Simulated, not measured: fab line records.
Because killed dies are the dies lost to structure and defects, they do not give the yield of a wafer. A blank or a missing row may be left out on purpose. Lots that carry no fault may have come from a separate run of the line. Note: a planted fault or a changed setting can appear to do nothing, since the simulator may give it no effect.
fab line records | flow n5_finfet
record: lots: 7 wafers: 21
route steps=1938 shown WELL_APT@24 PMOS_HMC_CHANNEL_EPI@62 FIN_SAQP@133 DUMMY_GATE@220 SD_EPI_N@263
start_h: start of the lot's first displayed wafer, in hours after the record's first day | wait_h: how many hours have passed since the lot's step before this one | " identical to the entry in the row above | L1.1+2: a single row standing in for several wafers | - value missing, or start not given | * or withheld: withheld | < > ~ a bound
route shown NAME@n: names a module that has steps shown in the file, with the first one's number in the route | usual: mean/standard deviation of fault-free wafers | same: alike in all rows | chamber/n: place in a boat | sites: readings site by site | _std_site: standard deviation of those values | _edge_site: mean of outer sites minus mean of inner sites | radius_mm: for every site, how far away it sits from the centre of the wafer | mask NAME#n: copy n | behind: the last tool/chamber to shape the wafer | hold: why the lot went on hold/how many hours it stayed there/how the hold came to an end | device: the transistor (n, p or np) that didn't switch | end of line: tests run on the same wafers once the route is complete | where a step has no rows: the recipe by itself | killed: dies lost to structure and defects at the first sort, not the wafer's yield | map: the dies of a wafer, with x for killed, . for not killed, _ for no die there
set.NAME: setting as actually run; set.NAME@STEP: the setting as run at that earlier step | model.NAME: the simulator's own value behind a step, which no gauge read
lots with deliberately changed settings; one table per step, one row per wafer
== steps ==
step: N5_WELL_APT_EXPOSE_05
recipe: mask_id: NWELL na: 0.8 source_shape: conventional sigma_outer: 0.8 polarization: unpolarized defocus_nm: 0 target_cd_nm: 200 dose_mj: 20.3
columns lot.wafer tool chamber start_h wait_h mask set.dose_mj
L076.1+2 krf_scanner-01 0 25.55 - NWELL#0 20.3
L076.5 " 0 " " NWELL#0 21
L080.1+3+6 krf_scanner-02 0 49.64 - NWELL#0 20.3
L089.3 krf_scanner-02 0 103.55 - NWELL#0 20.3
L089.4+5 " 0 " " NWELL#0 19.11
L091.2+4+6 krf_scanner-01 0 115.55 - NWELL#0 20.3
L094.1 krf_scanner-02 0 133.51 - NWELL#0 20.3
L094.2+5 " 0 " " NWELL#0 21.22
L095.2+3+6 krf_scanner-01 0 139.52 - NWELL#0 20.3
L096.2+4+6 krf_scanner-01 0 145.39 - NWELL#0 21.05
step: N5_WELL_APT_DEVELOP_07
recipe: develop_time_s: 45 rinse_liquid: surfactant_rinse dry: air_spin dev_temp_c: 21
columns lot.wafer tool chamber start_h wait_h set.develop_time_s
L076.1+5 litho_track-05 0 - - 40.83
L076.2 " 0 " " 45
L080.1+3+6 litho_track-01 0 - - 45
L089.3+5 litho_track-01 0 - - 36.68
L089.4 " 0 " " 45
L091.2+4 litho_track-04 0 - - 51.66
L091.6 " 0 " " 45
L094.1+5 litho_track-04 0 - - 45
L094.2 " 0 " " 51.23
L095.2+3+6 litho_track-05 0 - - 45
L096.2+6 litho_track-04 0 - - 45
L096.4 " 0 " " 41.26
step: N5_WELL_APT_HARDBAKE_12
recipe: temp_c: 130 time_s: 120
step: N5_WELL_APT_CD_MEAS_08
recipe: target_cd_nm: 200 landing_energy_ev: 500 detector: se_inlens
usual: cd_nm: 199.2/1
columns lot.wafer tool chamber start_h wait_h set.dose_mj@WELL_APT_EXPOSE_05 cd_nm
L076.1 cd_sem-01 0 25.73 - 20.3 199.0
L076.2 " 0 " " 20.3 199.4
L076.5 " 0 " " 21 206.1
L080.1 cd_sem-02 0 49.81 - 20.3 199.8
L080.3 " 0 " " 20.3 198.3
L080.6 " 0 " " 20.3 198.7
L089.3 cd_sem-03 0 103.72 - 20.3 197.7
L089.4 " 0 " " 19.11 189.4
L089.5 " 0 " " 19.11 188.2
L091.2 cd_sem-01 0 115.71 - 20.3 199.8
L091.4 " 0 " " 20.3 199.6
L091.6 " 0 " " 20.3 200.1
L094.1 cd_sem-03 0 133.68 - 20.3 199.2
L094.2 " 0 " " 21.22 208.1
L094.5 " 0 " " 21.22 206.8
L095.2 cd_sem-03 0 139.69 - 20.3 198.2
L095.3 " 0 " " 20.3 196.9
L095.6 " 0 " " 20.3 199.2
L096.2 cd_sem-03 0 145.56 - 21.05 205.7
L096.4 " 0 " " 21.05 204.6
L096.6 " 0 " " 21.05 204.9
step: N5_WELL_APT_DESCUM_13
recipe: chemistry: O2 time_s: 7.9 source_power_w: 50 bias_power_w: 20 pressure_mtorr: 20 rf_frequency_hz: 2.712e+07 temp_c: 40 o2_flow_sccm: 225
columns lot.wafer tool chamber start_h wait_h set.dose_mj@WELL_APT_EXPOSE_05 model.WELL_APT.cd_nm
L076.1 rie_diel-03 3 25.81 0.0 20.3 199.2
L076.2 " 0 " " 20.3 199.7
L076.5 " 0 " " 21 206
L080.1 rie_diel-03 2 49.92 0.1 20.3 200.2
L080.3 " 3 " " 20.3 198.5
L080.6 " 0 " " 20.3 199.1
L089.3 rie_diel-05 0 104.17 0.4 20.3 197.9
L089.4 " 1 " " 19.11 189.1
L089.5 " 1 " " 19.11 188.1
L091.2 rie_diel-03 0 115.94 0.2 20.3 200.4
L091.4 " 2 " " 20.3 199.9
L091.6 " 0 " " 20.3 200.1
L094.1 rie_diel-05 2 133.77 0.0 20.3 199.5
L094.2 " 1 " " 21.22 208.3
L094.5 " 0 " " 21.22 206.9
L095.2 rie_diel-06 1 139.78 0.0 20.3 198
L095.3 " 0 " " 20.3 197.1
L095.6 " 2 " " 20.3 198.8
L096.2 rie_diel-06 0 145.64 0.0 21.05 205.8
L096.4 " 1 " " 21.05 204.5
L096.6 " 3 " " 21.05 204.7
step: N5_PMOS_HMC_CHANNEL_EPI_EXPOSE_06
recipe: mask_id: PMOS_HMC_BLK na: 1.35 source_shape: conventional sigma_outer: 0.8 polarization: unpolarized target_cd_nm: 240 dose_mj: 41
columns lot.wafer tool chamber start_h wait_h mask set.dose_mj
L076.1+2+5 arfi_scanner-03 0 28.79 - PMOS_HMC_BLK#0 42.69
L080.1+3+6 arfi_scanner-01 0 53.04 - PMOS_HMC_BLK#0 41
L089.3+4 arfi_scanner-01 0 107.58 - PMOS_HMC_BLK#0 41
L089.5 " 0 " " PMOS_HMC_BLK#0 42.6
L091.2 arfi_scanner-01 0 119.37 - PMOS_HMC_BLK#0 42.03
L091.4+6 " 0 " " PMOS_HMC_BLK#0 41
L094.1+5 arfi_scanner-03 0 137.06 - PMOS_HMC_BLK#0 43.74
L094.2 " 0 " " PMOS_HMC_BLK#0 41
L095.2+3+6 arfi_scanner-02 0 142.99 - PMOS_HMC_BLK#0 41
L096.2 arfi_scanner-03 0 148.99 - PMOS_HMC_BLK#0 41
L096.4+6 " 0 " " PMOS_HMC_BLK#0 43.89
step: N5_PMOS_HMC_CHANNEL_EPI_DEVELOP_08
recipe: develop_time_s: 30 developer: TMAH resist: CAR-ArF-block dev_temp_c: 23 rinse_liquid: diw dry: air_spin
columns lot.wafer tool chamber start_h wait_h set.develop_time_s
L076.1 litho_track-03 0 - - 30
L076.2+5 " 0 " " 32.04
L080.1+3 litho_track-03 0 - - 30
L080.6 " 0 " " 24.31
L089.3+4 litho_track-01 0 - - 32.06
L089.5 " 0 " " 30
L091.2+4+6 litho_track-03 0 - - 23.53
L094.1+2+5 litho_track-03 0 - - 30
L095.2+3+6 litho_track-02 0 - - 30
L096.2+6 litho_track-02 0 - - 30
L096.4 " 0 " " 27.57
step: N5_PMOS_HMC_CHANNEL_EPI_CD_MEAS_09
recipe: target_cd_nm: 237.4 landing_energy_ev: 500 detector: se_inlens
usual: cd_nm: 237.9/1.1
columns lot.wafer tool chamber start_h wait_h set.dose_mj@PMOS_HMC_CHANNEL_EPI_EXPOSE_06 cd_nm
L076.1 cd_sem-01 0 28.91 - 42.69 242.1
L076.2 " 0 " " 42.69 243.2
L076.5 " 0 " " 42.69 242.9
L080.1 cd_sem-01 0 53.16 - 41 237.8
L080.3 " 0 " " 41 238.4
L080.6 " 0 " " 41 237.7
L089.3 cd_sem-02 0 107.70 - 41 237.4
L089.4 " 0 " " 41 238.1
L089.5 " 0 " " 42.6 239.6
L091.2 cd_sem-01 0 119.49 - 42.03 237.4
L091.4 " 0 " " 41 234.5
L091.6 " 0 " " 41 233.8
L094.1 cd_sem-02 0 137.18 - 43.74 243.0
L094.2 " 0 " " 41 237.2
L094.5 " 0 " " 43.74 244.1
L095.2 cd_sem-01 0 143.11 - 41 236.5
L095.3 " 0 " " 41 236.9
L095.6 " 0 " " 41 236.5
L096.2 cd_sem-02 0 149.11 - 41 236.8
L096.4 " 0 " " 43.89 241.8
L096.6 " 0 " " 43.89 242.1
step: N5_PMOS_HMC_CHANNEL_EPI_DESCUM_14
recipe: chemistry: O2 time_s: 7.9 source_power_w: 50 bias_power_w: 20 pressure_mtorr: 20 rf_frequency_hz: 2.712e+07 temp_c: 40 resist: CAR-ArF-block o2_flow_sccm: 225
columns lot.wafer tool chamber start_h wait_h set.dose_mj@PMOS_HMC_CHANNEL_EPI_EXPOSE_06 model.PMOS_HMC_CHANNEL_EPI.cd_nm
L076.1 rie_diel-02 2 29.00 0.0 42.69 242.1
L076.2 " 0 " " 42.69 243.1
L076.5 " 0 " " 42.69 242.8
L080.1 rie_diel-04 3 53.25 0.0 41 238.1
L080.3 " 2 " " 41 238.5
L080.6 " 0 " " 41 237.5
L089.3 rie_diel-02 0 107.78 0.0 41 237.4
L089.4 " 3 " " 41 238.4
L089.5 " 3 " " 42.6 239.9
L091.2 rie_diel-04 1 119.96 0.4 42.03 237.8
L091.4 " 3 " " 41 234.3
L091.6 " 1 " " 41 233.9
L094.1 rie_diel-01 0 137.76 0.5 43.74 243
L094.2 " 1 " " 41 237.3
L094.5 " 1 " " 43.74 244.3
L095.2 rie_diel-04 3 143.31 0.1 41 236.5
L095.3 " 2 " " 41 236.6
L095.6 " 0 " " 41 236.4
L096.2 rie_diel-01 0 149.20 0.0 41 236.7
L096.4 " 1 " " 43.89 241.6
L096.6 " 1 " " 43.89 242
step: N5_PMOS_HMC_CHANNEL_EPI_ETCH_32
recipe: chemistry: N2/H2 target: BARC stop_on: SiO2 target_depth_a: 858 over_etch_frac: 0.3 time_s: 50.3 ion_energy_ev: 200 mask_material: CAR-ArF-block pressure_mtorr: 30 source_w: 840 bias_w: 150 n2_flow_sccm: 200 h2_flow_sccm: 200
columns lot.wafer tool chamber start_h wait_h set.dose_mj@PMOS_HMC_CHANNEL_EPI_EXPOSE_06 model.PMOS_HMC_CHANNEL_EPI.cd_nm
L076.1+5 rie_diel-02 2,0 29.03 0.0 42.69 245.3
L076.2 " 0 " " 42.69 245.2
L080.1 rie_diel-04 3 53.29 0.0 41 241.2
L080.3 " 2 " " 41 241
L080.6 " 0 " " 41 240
L089.3 rie_diel-02 0 107.82 0.0 41 239.7
L089.4 " 3 " " 41 241.3
L089.5 " 3 " " 42.6 242.5
L091.2 rie_diel-04 1 120.00 0.0 42.03 241
L091.4 " 3 " " 41 237.9
L091.6 " 1 " " 41 236.9
L094.1 rie_diel-01 0 137.80 0.0 43.74 245.7
L094.2 " 1 " " 41 240.1
L094.5 " 1 " " 43.74 247.3
L095.2 rie_diel-04 3 143.34 0.0 41 239.2
L095.3 " 2 " " 41 238.7
L095.6 " 0 " " 41 238
L096.2 rie_diel-01 0 149.23 0.0 41 239.6
L096.4 " 1 " " 43.89 244.1
L096.6 " 1 " " 43.89 244.7
step: N5_PMOS_HMC_CHANNEL_EPI_HM_OPEN_15
recipe: chemistry: CHF3/O2 target: SiO2 mask_material: CAR-ArF-block target_depth_a: 406 CHF3_flow_sccm: 50 O2_flow_sccm: 5 Ar_flow_sccm: 200 time_s: 20.3 pressure_mtorr: 30 source_w: 650 bias_w: 170 ion_energy_ev: 200
step: N5_PMOS_HMC_CHANNEL_EPI_STRIP_33
recipe: chemistry: N2/H2 power_w: 500 temp_c: 40 pressure_mtorr: 50 rf_frequency_hz: 6e+07 overash_fraction: 0.3 bias_power_w: 8 h2_frac: 0.5 n2_flow_sccm: 300 h2_flow_sccm: 300
step: N5_PMOS_HMC_CHANNEL_EPI_STRIP_17
recipe: chemistry: SPM time_s: 750 temp_c: 130 h2so4_h2o2_vol_ratio: 4 dry: ipa_marangoni
step: N5_PMOS_HMC_CHANNEL_EPI_ETCH_38
recipe: chemistry: CF4 target: SiO2 target_depth_a: 15 ion_energy_ev: 350 pressure_mtorr: 10 icp_w: 800 bias_w: 400 cf4_flow_sccm: 80
step: N5_PMOS_HMC_CHANNEL_EPI_FIN_RECESS_16
recipe: chemistry: HBr/Cl2 target: Si mask_material: SiO2 target_depth_a: 540 time_s: 18 pressure_mtorr: 10 icp_w: 800 bias_w: 75 HBr_flow_sccm: 150 Cl2_flow_sccm: 80
columns lot.wafer tool chamber start_h wait_h set.dose_mj@PMOS_HMC_CHANNEL_EPI_EXPOSE_06 model.PMOS_HMC_CHANNEL_EPI.cd_nm
L076.1 rie_si-02 0 29.45 0.0 42.69 245.3
L076.2 " 1 " " 42.69 245.2
L076.5 " 1 " " 42.69 245.4
L080.1 rie_si-04 1 53.71 0.0 41 241.3
L080.3 " 0 " " 41 241.1
L080.6 " 3 " " 41 240
L089.3 rie_si-05 3 108.24 0.0 41 239.6
L089.4 " 2 " " 41 241.3
L089.5 " 0 " " 42.6 242.5
L091.2 rie_si-05 1 120.42 0.0 42.03 240.9
L091.4 " 3 " " 41 238
L091.6 " 3 " " 41 236.9
L094.1 rie_si-05 0 138.22 0.0 43.74 245.7
L094.2 " 1 " " 41 240.1
L094.5 " 0 " " 43.74 247.3
L095.2 rie_si-04 1 143.77 0.0 41 239.2
L095.3 " 3 " " 41 238.7
L095.6 " 1 " " 41 238.1
L096.2 rie_si-04 3 149.66 0.0 41 239.5
L096.4 " 2 " " 43.89 244
L096.6 " 3 " " 43.89 244.6
step: N5_FIN_SAQP_COAT_68
recipe: resist: SOC temp_c: 250 time_s: 60 spin_rpm: 1500 resist_thk_nm: 100
columns lot.wafer tool chamber start_h wait_h set.spin_rpm model.SOC_of_FIN_SAQP_COAT_68.thk_nm
L076.1 litho_track-04 0 36.28 0.3 1559 98
L076.2+5 " 0 " " 1500 99.8
L080.1 litho_track-04 0 61.69 0.3 1542 98.6
L080.3 " 0 " " 1500 100.2
L080.6 " 0 " " 1542 98.4
L089.3 litho_track-05 0 115.74 0.2 1500 100.4
L089.4 " 0 " " 1442 102.2
L089.5 " 0 " " 1500 100.2
L091.2 litho_track-04 0 127.44 0.3 1500 100.4
L091.4 " 0 " " 1500 100.2
L091.6 " 0 " " 1645 96
L094.1+2 litho_track-04 0 144.87 0.3 1500 100.8
L094.5 " 0 " " 1637 96.6
L095.2+6 litho_track-05 0 151.03 0.3 1500 100.6
L095.3 " 0 " " 1500 100.8
L096.2 litho_track-03 0 156.27 0.3 1630 96.2
L096.4 " 0 " " 1500 100.4
L096.6 " 0 " " 1630 96.6
step: N5_FIN_SAQP_ETCH_69
recipe: chemistry: N2/H2 target: SOC target_depth_a: 1500 stop_on: SiNx ion_energy_ev: 100 bias_w: 61 pressure_mtorr: 30 source_w: 850 n2_flow_sccm: 200 h2_flow_sccm: 200
columns lot.wafer tool chamber start_h wait_h set.spin_rpm@FIN_SAQP_COAT_68 model.SOC_of_FIN_SAQP_COAT_68.thk_nm
L076.1 rie_diel-03 1 36.35 - 1559 3.4
L076.2 " 2 " " 1500 3
L076.5 " 1 " " 1500 5.4
L080.1 rie_diel-05 0 61.85 - 1542 3.8
L080.3 " 1 " " 1500 6.8
L080.6 " 0 " " 1542 3.4
L089.3 rie_diel-03 0 115.80 - 1500 6.2
L089.4 " 3 " " 1442 6.6
L089.5 " 0 " " 1500 5.6
L091.2 rie_diel-03 2 127.50 - 1500 5.2
L091.4 " 0 " " 1500 4.6
L091.6 " 0 " " 1645 1
L094.1 rie_diel-03 2 144.94 - 1500 6
L094.2 " 3 " " 1500 5.6
L094.5 " 1 " " 1637 1.2
L095.2 rie_diel-03 0 151.10 - 1500 6.2
L095.3 " 2 " " 1500 6.4
L095.6 " 2 " " 1500 5.8
L096.2 rie_diel-05 0 156.33 - 1630 2.8
L096.4 " 1 " " 1500 7.8
L096.6 " 1 " " 1630 3.2
step: N5_DUMMY_GATE_HM_DEP_06
recipe: material: SiNx target_thk_a: 800 precursor: DCS/NH3 temp_c: 700 pressure_mtorr: 300 time_s: 5141
columns lot.wafer tool chamber start_h wait_h set.time_s model.SiNx_of_DUMMY_GATE_HM_DEP_06.thk_nm
L076.1 - - - 0.0 4745 73
L076.2 " - " " 4745 73.4
L076.5 " - " " 4745 72.4
L080.1 - - - 0.0 4681 71.6
L080.3 " - " " 4681 71.4
L080.6 " - " " 4681 70.8
L089.3+5 - - - 0.0 5141 79.6
L089.4 " - " " 5141 79.2
L091.2 - - - 0.0 5141 78
L091.4 " - " " 5141 78.6
L091.6 " - " " 5141 78.4
L094.1 - - - 0.0 5465 84.6
L094.2 " - " " 5465 84.2
L094.5 " - " " 5465 83.8
L095.2 lpcvd-02 0/45 167.62 0.0 5141 79.8
L095.3 " 0/50 " " 5141 80.8
L095.6 " 0/64 " " 5141 80
L096.2 - - - 0.0 5373 82.6
L096.4 " - " " 5373 82.4
L096.6 " - " " 5373 83
step: N5_SD_EPI_N_COAT_33
recipe: resist: SiARC temp_c: 220 time_s: 60 spin_rpm: 1500 resist_thk_nm: 35
columns lot.wafer tool chamber start_h wait_h set.spin_rpm model.SiARC_of_SD_EPI_N_COAT_33.thk_nm
L076.1 litho_track-01 0 - - 1556 34.6
L076.2+5 " 0 " " 1500 35
L080.1+3 litho_track-01 0 - - 1500 35.2
L080.6 " 0 " " 1429 36.2
L089.3+4+5 litho_track-05 0 - - 1424 36
L091.2+4+6 litho_track-01 0 - - 1500 35
L094.1 litho_track-04 0 - - 1500 34.8
L094.2+5 " 0 " " 1604 34
L095.2+3+6 litho_track-05 0 - - 1500 35
L096.2+4+6 litho_track-05 0 - - 1500 35
step: N5_SD_EPI_N_DESCUM_14
recipe: chemistry: O2 time_s: 7.9 source_power_w: 50 bias_power_w: 20 pressure_mtorr: 20 rf_frequency_hz: 2.712e+07 temp_c: 40 resist: CAR-ArF-block o2_flow_sccm: 225
columns lot.wafer tool chamber start_h wait_h set.time_s
L076.1+2 rie_diel-06 2,3 61.52 0.0 7.9
L076.5 " 1 " " 8.935
L080.1+3+6 rie_diel-06 1,3,2 86.92 1.1 7.9
L089.3+4+5 rie_diel-03 0,3,0 140.81 0.0 7.9
L091.2 rie_diel-03 1 151.29 0.0 8.474
L091.4+6 " 2,1 " " 7.9
L094.1+2+5 rie_diel-06 0,3,3 170.54 0.7 7.9
L095.2+3+6 rie_diel-06 1,3,1 174.93 0.0 7.9
L096.2+4 rie_diel-05 2,3 180.24 0.3 9.604
L096.6 " 0 " " 7.9
step: N5_SD_EPI_N_ETCH_34
recipe: chemistry: CF4 target: SiARC target_depth_a: 455 mask_material: CAR-ArF-block time_s: 75.8 ion_energy_ev: 80 pressure_mtorr: 40 source_w: 545 bias_w: 36 Ar_flow_sccm: 100 cf4_flow_sccm: 100 ends: cleared
columns lot.wafer tool chamber start_h wait_h set.spin_rpm@SD_EPI_N_COAT_33 model.etch.depth_nm
L076.1 rie_diel-06 2 61.56 0.0 1556 34.5
L076.2+5 " 3,1 " " 1500 35.05
L080.1 rie_diel-06 1 86.95 0.0 1500 35.2
L080.3 " 3 " " 1500 35.17
L080.6 " 2 " " 1429 36.17
L089.3 rie_diel-03 0 140.85 0.0 1424 35.96
L089.4 " 3 " " 1424 35.99
L089.5 " 0 " " 1424 36.01
L091.2 rie_diel-03 1 151.33 0.0 1500 35.08
L091.4 " 2 " " 1500 35.09
L091.6 " 1 " " 1500 35.06
L094.1 rie_diel-06 0 170.58 0.0 1500 34.9
L094.2 " 3 " " 1604 33.93
L094.5 " 3 " " 1604 33.99
L095.2 rie_diel-06 1 174.96 0.0 1500 35.05
L095.3 " 3 " " 1500 35.02
L095.6 " 1 " " 1500 35.09
L096.2 rie_diel-05 2 180.27 0.0 1500 34.95
L096.4 " 3 " " 1500 34.96
L096.6 " 0 " " 1500 34.98
step: N5_SD_EPI_N_ETCH_35
recipe: chemistry: N2/H2 target: SOC overetch_a: 1080 mask_material: SiARC temp_c: 40 ion_energy_ev: 100 source_w: 3000 bias_w: 133 pressure_mtorr: 20 time_s: 486 n2_flow_sccm: 200 h2_flow_sccm: 200
columns lot.wafer tool chamber start_h wait_h set.spin_rpm@SD_EPI_N_COAT_33 model.SiARC_of_SD_EPI_N_COAT_33.thk_nm
L076.1 rie_diel-06 2 61.61 0.0 1556 19.2
L076.2 " 3 " " 1500 19.8
L076.5 " 1 " " 1500 19.6
L080.1+3 rie_diel-06 1,3 87.01 0.0 1500 19.6
L080.6 " 2 " " 1429 20.6
L089.3 rie_diel-03 0 140.90 0.0 1424 21
L089.4+5 " 3,0 " " 1424 20.8
L091.2 rie_diel-03 1 151.39 0.0 1500 19.4
L091.4 " 2 " " 1500 19.8
L091.6 " 1 " " 1500 19.6
L094.1 rie_diel-06 0 170.64 0.0 1500 19.8
L094.2+5 " 3 " " 1604 18.6
L095.2+6 rie_diel-06 1 175.02 0.0 1500 19.6
L095.3 " 3 " " 1500 19.8
L096.2 rie_diel-05 2 180.33 0.0 1500 20.2
L096.4 " 3 " " 1500 19.6
L096.6 " 0 " " 1500 20
step: N5_SD_EPI_N_STRIP_36
recipe: chemistry: N2/H2 temp_c: 40 n2_flow_sccm: 200 h2_flow_sccm: 200 rf_frequency_hz: 6e+07
step: N5_SD_EPI_N_ETCHBACK_44
recipe: chemistry: CH3F/O2 mode: anisotropic_etchback target: SiNx target_depth_a: 145 stop_on: SiO2 over_etch_frac: 0.3 ion_energy_ev: 120 pressure_mtorr: 30 source_w: 395 bias_w: 73 Ar_flow_sccm: 150 CH3F_flow_sccm: 30 O2_flow_sccm: 20
columns lot.wafer tool chamber start_h wait_h set.spin_rpm@SD_EPI_N_COAT_33 model.SiARC_of_SD_EPI_N_COAT_33.thk_nm
L076.1 rie_diel-06 2 61.94 0.0 1556 15.4
L076.2+5 " 3,1 " " 1500 15.8
L080.1+3 rie_diel-06 1,3 87.33 0.0 1500 15.8
L080.6 " 2 " " 1429 16.8
L089.3+5 rie_diel-03 0 141.23 0.0 1424 17.2
L089.4 " 3 " " 1424 17
L091.2 rie_diel-03 1 151.71 0.0 1500 15.6
L091.4 " 2 " " 1500 16
L091.6 " 1 " " 1500 15.8
L094.1 rie_diel-06 0 170.96 0.0 1500 16
L094.2 " 3 " " 1604 14.8
L094.5 " 3 " " 1604 15
L095.2+3 rie_diel-06 1,3 175.34 0.0 1500 16
L095.6 " 1 " " 1500 15.8
L096.2 rie_diel-05 2 180.65 0.0 1500 16.6
L096.4 " 3 " " 1500 16
L096.6 " 0 " " 1500 16.4
== key ==
split: step: N5_WELL_APT_EXPOSE_05 setting: dose_mj stated: 20.3 by: wafer
response: step: N5_WELL_APT_CD_MEAS_08 reading: cd_nm change: +1.7 per: 1% r: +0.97
response: step: N5_WELL_APT_DESCUM_13 reading: model.WELL_APT.cd_nm change: +1.7 per: 1% r: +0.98
split: step: N5_WELL_APT_DEVELOP_07 setting: develop_time_s stated: 45 by: wafer
response none clear
split: step: N5_PMOS_HMC_CHANNEL_EPI_EXPOSE_06 setting: dose_mj stated: 41 by: wafer
response: step: N5_PMOS_HMC_CHANNEL_EPI_CD_MEAS_09 reading: cd_nm change: +0.815 per: 1% r: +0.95
response: step: N5_PMOS_HMC_CHANNEL_EPI_DESCUM_14 reading: model.PMOS_HMC_CHANNEL_EPI.cd_nm change: +0.829 per: 1% r: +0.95
response: step: N5_PMOS_HMC_CHANNEL_EPI_ETCH_32 reading: model.PMOS_HMC_CHANNEL_EPI.cd_nm change: +0.8 per: 1% r: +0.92
response: step: N5_PMOS_HMC_CHANNEL_EPI_FIN_RECESS_16 reading: model.PMOS_HMC_CHANNEL_EPI.cd_nm change: +0.805 per: 1% r: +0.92
split: step: N5_PMOS_HMC_CHANNEL_EPI_DEVELOP_08 setting: develop_time_s stated: 30 by: wafer
response none clear
split: step: N5_FIN_SAQP_COAT_68 setting: spin_rpm stated: 1500 by: wafer
response: step: N5_FIN_SAQP_COAT_68 reading: model.SOC_of_FIN_SAQP_COAT_68.thk_nm change: -0.461 per: 1% r: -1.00
response: step: N5_FIN_SAQP_ETCH_69 reading: model.SOC_of_FIN_SAQP_COAT_68.thk_nm change: -0.469 per: 1% r: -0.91
split: step: N5_DUMMY_GATE_HM_DEP_06 setting: time_s stated: 5141 by: lot
response: step: N5_DUMMY_GATE_HM_DEP_06 reading: model.SiNx_of_DUMMY_GATE_HM_DEP_06.thk_nm change: +0.832 per: 1% r: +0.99
split: step: N5_SD_EPI_N_COAT_33 setting: spin_rpm stated: 1500 by: wafer
response: step: N5_SD_EPI_N_COAT_33 reading: model.SiARC_of_SD_EPI_N_COAT_33.thk_nm change: -0.139 per: 1% r: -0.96
response: step: N5_SD_EPI_N_ETCH_34 reading: model.etch.depth_nm change: -0.156 per: 1% r: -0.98
response: step: N5_SD_EPI_N_ETCH_35 reading: model.SiARC_of_SD_EPI_N_COAT_33.thk_nm change: -0.177 per: 1% r: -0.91
response: step: N5_SD_EPI_N_ETCHBACK_44 reading: model.SiARC_of_SD_EPI_N_COAT_33.thk_nm change: -0.164 per: 1% r: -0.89
split: step: N5_SD_EPI_N_DESCUM_14 setting: time_s stated: 7.9 by: wafer
response none clear
